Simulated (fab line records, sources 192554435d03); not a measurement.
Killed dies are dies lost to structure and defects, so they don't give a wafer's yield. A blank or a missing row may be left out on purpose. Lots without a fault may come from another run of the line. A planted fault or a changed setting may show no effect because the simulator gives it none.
fab line records | flow n5_finfet | part 1 of 2: steps 1 to 30 of 35
record lots=5 wafers=15 last_day=18
route steps=1938 shown BEOL_M11@1583 BEOL_M12@1602
lots that met no fault: from a run of the same line without faults
start_h: hours from the record's first day to the start of the lot's first wafer shown | wait_h: hours since the lot's step before | " the same as in the row above | L1.1+2: a row that stands for several wafers | - no value, or no start given | * or withheld: withheld | < > ~ a bound
route shown NAME@n: a module of which the file shows steps, and the number in the route of the first | usual: mean/standard deviation of fault-free wafers | same: alike in all rows | chamber/n: place in a boat | sites: the reading at each site | _std_site: their standard deviation | _edge_site: outer sites' mean less inner sites' | radius_mm: how far each site lies from the wafer's centre | mask NAME#n: copy n | behind: the tool/chamber that last shaped the wafer | hold: why the lot was held/for how many hours/how that ended | device: the transistor (n, p or np) that didn't switch | end of line: the same wafers' tests at the end of the route | a step without rows: its recipe alone | killed: dies lost to structure and defects at the first sort, not the wafer's yield | map: a wafer's dies, x killed, . not, _ none there
set.NAME: the setting as run; set.NAME@STEP: as run at that earlier step | model.NAME: the simulator's own value behind a step, which no gauge read
lots at some steps of the route; a table a step, a row a wafer
services: from which hour (start_h, from the record's first day; less than 0 if before it) a tool's chamber was out of use, for how many hours, and why
## steps
# step N5_BEOL_M11_SRD_40
# recipe time_s=30 temp_c=23 rinse_liquid=diw dry=ipa_marangoni
# columns lot.wafer tool chamber start_h wait_h
L075.1+4+6 wet_bench-03 4,2,6 250.22 0.0
L090.1+3+5 wet_bench-03 1,6,3 319.91 0.0
L095.2+3+6 wet_bench-05 3,1,5 377.74 0.0
L097.1+2+3 wet_bench-01 4,0,7 380.53 0.0
L096.1+3+5 wet_bench-01 1,6,3 380.74 0.0
# step N5_BEOL_M11_PRECLEAN_42
# recipe chemistry=residue_remover time_s=60 temp_c=40
# columns lot.wafer tool chamber start_h wait_h
L075.1+4+6 wet_bench-03 4,2,6 250.24 0.0
L090.1+3+5 wet_bench-03 1,6,3 319.92 0.0
L095.2+3+6 wet_bench-05 3,1,5 377.76 0.0
L097.1+2+3 wet_bench-01 4,0,7 380.55 0.0
L096.1+3+5 wet_bench-01 1,6,3 380.76 0.0
# step N5_BEOL_M11_SRD_43
# recipe time_s=30 temp_c=23 rinse_liquid=diw dry=ipa_marangoni
# columns lot.wafer tool chamber start_h wait_h
L075.1+4+6 wet_bench-03 4,2,6 250.25 0.0
L090.1+3+5 wet_bench-03 1,6,3 319.94 0.0
L095.2+3+6 wet_bench-05 3,1,5 377.78 0.0
L097.1+2+3 wet_bench-01 4,0,7 380.57 0.0
L096.1+3+5 wet_bench-01 1,6,3 380.78 0.0
# step N5_BEOL_M11_CD_MEAS_35
# recipe target_cd_nm=70 polarity=opening
# usual cd_nm=69.8/0.83
# columns lot.wafer tool chamber start_h wait_h cd_nm
L075.1 cd_sem-01 - 250.29 0.0 69.7
L075.4 " - " " 69.3
L075.6 " - " " 69.1
L090.1 cd_sem-03 - 319.99 0.0 71.1
L090.3 " - " " 70.4
L090.5 " - " " 69.7
L095.2 cd_sem-01 - 377.82 0.0 69.8
L095.3 " - " " 69.8
L095.6 " - " " 69.6
L097.1 cd_sem-02 - 380.61 0.0 70.9
L097.2 " - " " 70.3
L097.3 " - " " 70.5
L096.1 cd_sem-02 - 380.82 0.0 68.5
L096.3 " - " " 69.1
L096.5 " - " " 68.2
# step N5_BEOL_M11_CURE_72
# recipe temp_c=370 time_s=120 ambient=DMADMS/He material=SiCOH_lowk
# usual lamp_power_pct=52.31/0.05 wafer_temp_C_max=371.3/0.7
# columns lot.wafer tool chamber start_h wait_h lamp_power_pct wafer_temp_C_max
L075.1 uv_cure-01 0 250.33 0.0 52.40 372.5
L075.4 " 0 " " 52.29 371.7
L075.6 " 0 " " 52.33 372.3
L090.1 uv_cure-03 2 320.03 0.0 52.24 371.3
L090.3 " 2 " " 52.30 371.0
L090.5 " 2 " " 52.26 370.7
L095.2 uv_cure-01 2 377.91 0.1 52.40 370.7
L095.3 " 2 " " 52.37 370.6
L095.6 " 2 " " 52.38 370.8
L097.1 uv_cure-01 1 380.65 0.0 52.31 371.5
L097.2 " 1 " " 52.31 371.1
L097.3 " 1 " " 52.23 371.0
L096.1 uv_cure-01 1 380.95 0.1 52.25 372.2
L096.3 " 1 " " 52.32 371.5
L096.5 " 1 " " 52.30 371.2
# step N5_BEOL_M11_DEGAS_44
# recipe ambient=vacuum temp_c=250 time_s=60
# usual heater_power_w=333/37
# columns lot.wafer tool chamber start_h wait_h heater_power_w
L075.1 pvd_sputter-03 - 250.81 0.4 303
L075.4 " - " " 312
L075.6 " - " " 297
L090.1 pvd_sputter-01 - 320.57 0.5 339
L090.3 " - " " 323
L090.5 " - " " 408
L095.2 pvd_sputter-03 - 378.22 0.3 345
L095.3 " - " " 305
L095.6 " - " " 299
L097.1 pvd_sputter-01 - 381.33 0.6 337
L097.2 " - " " 331
L097.3 " - " " 401
L096.1 pvd_sputter-03 - 381.37 0.4 293
L096.3 " - " " 310
L096.5 " - " " 297
# step N5_BEOL_M11_PRE_CLEAN_45
# recipe gas=H2/He time_s=30 temp_c=250
# usual heater_power_w=333/37
# columns lot.wafer tool chamber start_h wait_h heater_power_w
L075.1 pvd_sputter-03 - 250.85 0.0 295
L075.4 " - " " 319
L075.6 " - " " 300
L090.1 pvd_sputter-01 - 320.61 0.0 349
L090.3 " - " " 338
L090.5 " - " " 411
L095.2 pvd_sputter-03 - 378.26 0.0 356
L095.3 " - " " 310
L095.6 " - " " 309
L097.1 pvd_sputter-01 - 381.37 0.0 343
L097.2 " - " " 333
L097.3 " - " " 405
L096.1 pvd_sputter-03 - 381.41 0.0 296
L096.3 " - " " 312
L096.5 " - " " 297
# step N5_BEOL_M11_ALD_74
# recipe material=TaN target_thk_a=20 temp_c=275 ald_precursor_family=PDMAT ald_co_reactant=NH3 pressure_torr=3 carrier_flow_sccm=1500 pulse_time_s=2 purge_time_s=3 co_reactant_purge_time_s=2 co_reactant_pulse_time_s=3 ald_cycles=40 precursor_vessel_temp_c=75 precursor_vessel_pressure_torr=26.25 precursor_vessel_carrier_sccm=1000
# usual heater_power_w=412/44
# columns lot.wafer tool chamber start_h wait_h heater_power_w since_wet_clean_h
L075.1 ald_metal-04 1 250.91 0.0 342 4529
L075.4 " 0 " " 415 4529
L075.6 " 0 " " 417 -
L090.1 ald_metal-01 0 320.83 0.2 368 6138
L090.3 " 1 " " 390 6138
L090.5 " 2 " " 465 -
L095.2 ald_metal-03 0 378.34 0.1 475 1580
L095.3 " 1 " " 366 1580
L095.6 " 1 " " 364 -
L096.1 ald_metal-03 1 381.48 0.0 377 1583
L096.3 " 0 " " 463 1583
L096.5 " 3 " " 419 -
L097.1 ald_metal-04 0 381.54 0.1 409 4660
L097.2 " 3 " " 451 4660
L097.3 " 1 " " 348 4660
# step N5_BEOL_M11_SURFACE_TREAT_76
# recipe gas=Ar time_s=* ion_energy_ev=* ion_current_ma_cm2=0.5 pressure_mtorr=* ar_flow_sccm=30
# usual throttle_valve_pct=*
# columns lot.wafer tool chamber start_h wait_h throttle_valve_pct
L075.1 pvd_sputter-01 - 251.34 0.3 *
L075.4 " - " " *
L075.6 " - " " *
L090.1 pvd_sputter-01 - 321.29 0.3 *
L090.3 " - " " *
L090.5 " - " " *
L095.2 pvd_sputter-02 - 378.70 0.2 *
L095.3 " - " " *
L095.6 " - " " *
L096.1 pvd_sputter-02 - 383.08 1.5 *
L096.3 " - " " *
L096.5 " - " " *
L097.1 pvd_sputter-02 - 383.16 1.5 *
L097.2 " - " " *
L097.3 " - " " *
# step N5_BEOL_M11_CVD_75
# recipe material=Co target_thk_a=20 temp_c=withheld precursor=CCTBA/H2 pressure_torr=30 time_s=138.9
# columns lot.wafer tool chamber start_h wait_h since_wet_clean_h
L075.1 cvd_co-02 1 251.63 0.3 115
L075.4 " 0 " " -
L075.6 " 1 " " -
L090.1 cvd_co-01 0 321.49 0.2 863
L090.3 " 1 " " 1300
L090.5 " 0 " " -
L095.2 cvd_co-02 1 379.04 0.3 242
L095.3 " 2 " " 666
L095.6 " 2 " " -
L096.1 cvd_co-02 0 383.14 0.0 1143
L096.3 " 1 " " 246
L096.5 " 2 " " -
L097.1 cvd_co-01 1 383.27 0.1 28
L097.2 " 2 " " 465
L097.3 " 0 " " 925
# step N5_BEOL_M11_SPUTTER_48
# recipe material=Cu target_thk_a=120 temp_c=-20 bias_v=60 power_w=26000 chamber_pressure_pa=0.13 time_s=2
# usual throttle_valve_pct=30.2/1
# columns lot.wafer tool chamber start_h wait_h throttle_valve_pct
L075.1 pvd_sputter-02 - 252.24 0.6 28.0
L075.4 " - " " 31.3
L075.6 " - " " 29.2
L090.1 pvd_sputter-03 - 321.62 0.1 31.7
L090.3 " - " " 29.4
L090.5 " - " " 29.0
L095.2 pvd_sputter-03 - 380.37 1.3 30.6
L095.3 " - " " 29.2
L095.6 " - " " 31.7
L096.1 pvd_sputter-02 - 383.28 0.1 30.2
L096.3 " - " " 28.0
L096.5 " - " " 31.5
L097.1 pvd_sputter-03 - 383.39 0.1 30.4
L097.2 " - " " 28.9
L097.3 " - " " 31.7
# step N5_BEOL_M11_ECD_50
# recipe material=Cu target_thk_a=3180
# columns lot.wafer tool chamber start_h wait_h
L075.1+4+6 ecd_cu-01 0,0,1 252.36 0.1
L090.1+3+5 ecd_cu-01 0,1,1 321.75 0.1
L095.2+3+6 ecd_cu-01 0,1,1 380.48 0.1
L096.1+3+5 ecd_cu-02 1,0,0 383.39 0.1
L097.1+2+3 ecd_cu-02 1,0,0 383.50 0.1
# step N5_BEOL_M11_ANNEAL_51
# recipe temp_c=225 time_s=90 ambient=N2
# usual wafer_temp_C_max=226.0/0.32
# columns lot.wafer tool chamber start_h wait_h wafer_temp_C_max
L075.1 rtp_anneal-02 0 252.47 0.1 226.0
L075.4 " 0 " " 225.8
L075.6 " 0 " " 226.1
L090.1 rtp_anneal-02 0 322.72 0.9 226.1
L090.3 " 0 " " 225.8
L090.5 " 0 " " 225.6
L095.2 rtp_anneal-01 0 380.73 0.2 226.2
L095.3 " 0 " " 225.9
L095.6 " 0 " " 226.7
L096.1 rtp_anneal-01 0 383.51 0.1 226.2
L096.3 " 0 " " 226.3
L096.5 " 0 " " 226.8
L097.1 rtp_anneal-01 0 383.78 0.2 226.8
L097.2 " 0 " " 226.4
L097.3 " 0 " " 226.1
# step N5_BEOL_M11_CMP_52
# recipe stop_on=SiCOH_lowk t_overpolish_s=7 down_force_psi=1 platen_rpm=50 clearing_platen_down_force_psi=1.5 clearing_platen_rpm=50 post_cmp_clean=cu_alkaline target_thk_nm=140 clearing_platen_pad_velocity_m_s=0.99484 pad_velocity_m_s=0.99484
# usual barrier_field_endpoint_s=28.9/0.8 head_pressure_psi=0.9997/0.0022 motor_current_A=6.3/0.69 overpolish_run_s=6.999/0.0089 time_to_endpoint_s=67/3.5
# columns lot.wafer tool chamber start_h wait_h barrier_field_endpoint_s head_pressure_psi motor_current_A overpolish_run_s time_to_endpoint_s
L075.4 cmp-01 3 252.77 0.1 30.7 1.0012 6.1 6.996 71
L075.1 " 1 " " 28.4 1.0029 6.4 6.994 68
L075.6 " 3 " " 30.3 0.9995 6.2 7.003 73
L090.3 cmp-04 3 323.03 0.2 29.5 0.9964 8.1 6.984 74
L090.1 " 0 " " 28.5 0.9940 5.5 7.007 65
L090.5 " 3 " " 29.5 1.0016 8.2 6.992 68
L095.3 cmp-04 0 380.98 0.2 27.6 0.9971 5.9 6.992 65
L095.2 " 2 " " 28.8 1.0002 5.7 7.008 69
L095.6 " 1 " " 28.9 1.0015 5.8 7.005 70
L096.1 cmp-03 0 383.84 0.3 29.2 0.9991 5.4 6.987 72
L096.3 " 2 " " 29.5 1.0034 6.4 6.988 70
L096.5 " 0 " " 29.5 0.9997 5.5 7.004 70
L097.2 cmp-04 2 384.07 0.2 28.4 0.9926 5.4 7.010 66
L097.1 " 3 " " 29.1 0.9989 7.6 7.003 69
L097.3 " 0 " " 28.4 0.9981 5.7 7.010 64
# step N5_BEOL_M11_THK_MEAS_53
# recipe thk_meas_gauge=xrf reads=Cu_of_BEOL_M11_ECD_50
# usual M11_THK=140/4.2
# columns lot.wafer tool chamber start_h wait_h M11_THK[nm]
L075.1 film_metro-01 - 253.06 - 143
L075.4 " - " " 139
L075.6 " - " " 137
L090.1 film_metro-01 - 323.32 - 134
L090.3 " - " " 138
L090.5 " - " " 137
L095.2 film_metro-02 - 381.28 - 135
L095.3 " - " " 143
L095.6 " - " " 144
L096.1 film_metro-01 - 384.10 - 145
L096.3 " - " " 143
L096.5 " - " " 145
L097.1 film_metro-01 - 384.37 - 136
L097.2 " - " " 142
L097.3 " - " " 135
# step N5_BEOL_M11_PRE_CLEAN_55
# recipe gas=NH3 time_s=15 temp_c=withheld rf_power_w=300
# columns lot.wafer tool chamber start_h wait_h since_wet_clean_h
L075.1 pecvd-03 0 253.10 0.0 776
L075.4 " 0 " " -
L075.6 " 2 " " -
L090.1 pecvd-01 2 323.36 0.0 249
L090.3 " 0 " " 1027
L090.5 " 2 " " -
L095.2 pecvd-03 0 381.32 0.0 904
L095.3 " 1 " " 428
L095.6 " 2 " " -
L096.1 pecvd-04 2 384.14 0.0 685
L096.3 " 0 " " -
L096.5 " 0 " " -
L097.1 pecvd-03 0 384.41 0.0 907
L097.2 " 2 " " 153
L097.3 " 1 " " 431
# step N5_BEOL_M11_DEP_56
# recipe material=SiCN target_thk_a=300 temp_c=withheld precursor=3MS/NH3 pressure_torr=3 rf_w=675 time_s=10.5
# usual showerhead_plenum_p_Torr=4.173/0.028 showerhead_vpp_V=1594/86 throttle_valve_pct=18.2/1.1
# columns lot.wafer tool chamber start_h wait_h showerhead_plenum_p_Torr showerhead_vpp_V since_wet_clean_h throttle_valve_pct
L075.1 pecvd-03 0 253.14 0.0 4.148 1620 776 17.3
L075.4 " 0 " " 4.160 1629 - 17.3
L075.6 " 2 " " 4.151 1628 - 16.8
L090.1 pecvd-01 2 323.39 0.0 4.176 1467 249 16.4
L090.3 " 0 " " 4.185 1492 1027 20.2
L090.5 " 2 " " 4.175 1453 - 16.5
L095.2 pecvd-03 0 381.34 0.0 4.160 1634 904 17.5
L095.3 " 1 " " 4.220 1621 428 18.9
L095.6 " 2 " " 4.140 1630 - 17.2
L096.1 pecvd-04 2 384.17 0.0 4.156 1602 685 18.7
L096.3 " 0 " " 4.180 1472 - 18.4
L096.5 " 0 " " 4.181 1462 - 18.7
L097.1 pecvd-03 0 384.44 0.0 4.159 1627 907 17.3
L097.2 " 2 " " 4.145 1608 153 17.2
L097.3 " 1 " " 4.230 1605 431 19.0
# step N5_BEOL_M11_RS_MEAS_57
# recipe thk_meas_gauge=four-point-probe reads=Cu_of_BEOL_M11_ECD_50+Co_of_BEOL_M11_CVD_75+TaN_of_BEOL_M11_ALD_74
# usual M11_RS=0.153/0.0048
# columns lot.wafer tool chamber start_h wait_h M11_RS[ohm/sq]
L075.1 film_metro-01 - 253.22 0.1 0.149
L075.4 " - " " 0.155
L075.6 " - " " 0.156
L090.1 film_metro-01 - 323.45 0.0 0.159
L090.3 " - " " 0.153
L090.5 " - " " 0.156
L095.2 film_metro-02 - 381.41 0.0 0.160
L095.3 " - " " 0.149
L095.6 " - " " 0.150
L096.1 film_metro-02 - 384.25 0.1 0.149
L096.3 " - " " 0.151
L096.5 " - " " 0.150
L097.1 film_metro-02 - 384.50 0.0 0.157
L097.2 " - " " 0.149
L097.3 " - " " 0.158
# step N5_BEOL_M11_INSPECT_58
# recipe inspect_instrument=darkfield mode=post_dep
# usual raw_defect_count=64/20
# columns lot.wafer tool chamber start_h wait_h raw_defect_count
L075.1 defect_inspect-01 - 253.24 0.0 52
L075.4 " - " " 75
L075.6 " - " " 77
L090.1 defect_inspect-01 - 323.48 0.0 42
L090.3 " - " " 71
L090.5 " - " " 95
L095.2 defect_inspect-02 - 381.43 0.0 54
L095.3 " - " " 74
L095.6 " - " " 66
L096.1 defect_inspect-02 - 384.28 0.0 79
L096.3 " - " " 82
L096.5 " - " " 77
L097.1 defect_inspect-02 - 384.52 0.0 54
L097.2 " - " " 52
L097.3 " - " " 58
# step N5_BEOL_M12_ILD_DEP_00
# recipe material=SiOC target_thk_a=6589.2 temp_c=350 precursor=DEMS/O2 pressure_torr=5 rf_w=500 time_s=130.7
# usual heater_power_w=497/62 showerhead_plenum_p_Torr=5.698/0.016 showerhead_vpp_V=1324/63 throttle_valve_pct=11.9/0.88
# columns lot.wafer tool chamber start_h wait_h heater_power_w showerhead_plenum_p_Torr showerhead_vpp_V since_wet_clean_h throttle_valve_pct
L075.1 pecvd-03 2 253.28 0.0 396 5.686 1394 22 11.0
L075.4 " 2 " " 427 5.679 1403 - 11.1
L075.6 " 0 " " 568 5.704 1411 - 11.6
L090.1 pecvd-01 0 323.51 0.0 504 5.721 1258 1027 13.4
L090.3 " 1 " " 379 5.705 1428 1752 13.0
L090.5 " 2 " " 443 5.695 1242 - 10.7
L095.2 pecvd-01 1 381.47 0.0 407 5.704 1421 1810 13.3
L095.3 " 0 " " 421 5.721 1257 1085 13.3
L095.6 " 2 " " 553 5.699 1265 - 11.0
L096.1 pecvd-02 2 384.31 0.0 507 5.712 1327 491 11.8
L096.3 " 1 " " 573 5.687 1317 1994 11.6
L096.5 " 1 " " 470 5.679 1309 - 11.4
L097.1 pecvd-02 1 384.56 0.0 501 5.663 1308 1995 11.1
L097.2 " 2 " " 532 5.698 1303 491 11.7
L097.3 " 0 " " 560 5.682 1272 1270 11.7
# step N5_BEOL_M12_THK_MEAS_01
# recipe reads=SiOC_of_BEOL_M12_ILD_DEP_00
# usual M12_ILD_THK=658/8.2
# columns lot.wafer tool chamber start_h wait_h M12_ILD_THK[nm]
L075.1 film_metro-02 - 253.46 0.1 654
L075.4 " - " " 666
L075.6 " - " " 663
L090.1 film_metro-01 - 323.64 0.1 664
L090.3 " - " " 656
L090.5 " - " " 666
L095.2 film_metro-02 - 381.60 0.1 657
L095.3 " - " " 648
L095.6 " - " " 659
L096.1 film_metro-02 - 384.44 0.1 650
L096.3 " - " " 644
L096.5 " - " " 651
L097.1 film_metro-02 - 384.69 0.1 641
L097.2 " - " " 652
L097.3 " - " " 649
# step N5_BEOL_M12_COAT_58
# recipe resist=BARC temp_c=205 time_s=60 spin_rpm=1500 resist_thk_nm=89
# columns lot.wafer tool chamber start_h wait_h
L075.1+4+6 litho_track-04 0 253.49 0.0
L090.1+3+5 litho_track-05 0 323.68 0.0
L095.2+3+6 litho_track-01 0 381.63 0.0
L096.1+3+5 litho_track-05 0 384.48 0.0
L097.1+2+3 litho_track-04 0 384.72 0.0
# step N5_BEOL_M12_COAT_04
# recipe spin_rpm=1625 resist_thk_nm=400
# columns lot.wafer tool chamber start_h wait_h
L075.1+4+6 litho_track-04 0 - -
L090.1+3+5 litho_track-05 0 - -
L095.2+3+6 litho_track-01 0 - -
L096.1+3+5 litho_track-05 0 - -
L097.1+2+3 litho_track-04 0 - -
# step N5_BEOL_M12_EBR_06
# recipe solvent=PGMEA ebr_width_mm=1.5
# columns lot.wafer tool chamber start_h wait_h
L075.1+4+6 litho_track-04 0 - -
L090.1+3+5 litho_track-05 0 - -
L095.2+3+6 litho_track-01 0 - -
L096.1+3+5 litho_track-05 0 - -
L097.1+2+3 litho_track-04 0 - -
# step N5_BEOL_M12_SOFTBAKE_05
# recipe temp_c=130 time_s=60
# columns lot.wafer tool chamber start_h wait_h
L075.1+4+6 litho_track-04 0 - -
L090.1+3+5 litho_track-05 0 - -
L095.2+3+6 litho_track-01 0 - -
L096.1+3+5 litho_track-05 0 - -
L097.1+2+3 litho_track-04 0 - -
# step N5_BEOL_M12_EXPOSE_07
# recipe mask_id=V11 na=0.93 source_shape=conventional sigma_outer=0.6 polarization=unpolarized attpsm_phase_deg=180 dose_mj=32.5
# columns lot.wafer tool chamber start_h wait_h mask
L075.1+4+6 krf_scanner-01 0 253.72 - V11#0
L090.1+3+5 krf_scanner-02 0 323.78 - V11#0
L095.2+3+6 krf_scanner-01 0 381.86 - V11#0
L096.1+3+5 krf_scanner-01 0 384.58 - V11#0
L097.1+2+3 krf_scanner-01 0 384.82 - V11#0
# step N5_BEOL_M12_PEB_08
# recipe peb_temp_c=130 peb_time_s=90
# columns lot.wafer tool chamber start_h wait_h
L075.1+4+6 litho_track-04 0 253.77 0.1
L090.1+3+5 litho_track-05 0 323.83 0.1
L095.2+3+6 litho_track-04 0 381.91 0.0
L096.1+3+5 litho_track-04 0 384.63 0.1
L097.1+2+3 litho_track-05 0 384.88 0.1
# step N5_BEOL_M12_DEVELOP_09
# recipe develop_time_s=45 rinse_liquid=diw dry=air_spin dev_temp_c=21
# columns lot.wafer tool chamber start_h wait_h
L075.1+4+6 litho_track-04 0 - -
L090.1+3+5 litho_track-05 0 - -
L095.2+3+6 litho_track-04 0 - -
L096.1+3+5 litho_track-04 0 - -
L097.1+2+3 litho_track-05 0 - -
# step N5_BEOL_M12_HARDBAKE_14
# recipe temp_c=130 time_s=120
# columns lot.wafer tool chamber start_h wait_h
L075.1+4+6 litho_track-04 0 - -
L090.1+3+5 litho_track-05 0 - -
L095.2+3+6 litho_track-04 0 - -
L096.1+3+5 litho_track-04 0 - -
L097.1+2+3 litho_track-05 0 - -
# step N5_BEOL_M12_CD_MEAS_10
# recipe target_cd_nm=140 landing_energy_ev=500 detector=se_inlens polarity=opening
# usual cd_nm=140.5/1.8
# columns lot.wafer tool chamber start_h wait_h cd_nm
L075.1 cd_sem-03 0 253.89 - 141.4
L075.4 " 0 " " 142.1
L075.6 " 0 " " 138.1
L090.1 cd_sem-02 0 323.95 - 140.6
L090.3 " 0 " " 140.0
L090.5 " 0 " " 139.6
L095.2 cd_sem-01 0 382.03 - 141.2
L095.3 " 0 " " 142.6
L095.6 " 0 " " 139.4
L096.1 cd_sem-01 0 384.75 - 142.4
L096.3 " 0 " " 141.9
L096.5 " 0 " " 141.3
L097.1 cd_sem-03 0 385.00 - 140.7
L097.2 " 0 " " 138.7
L097.3 " 0 " " 141.4
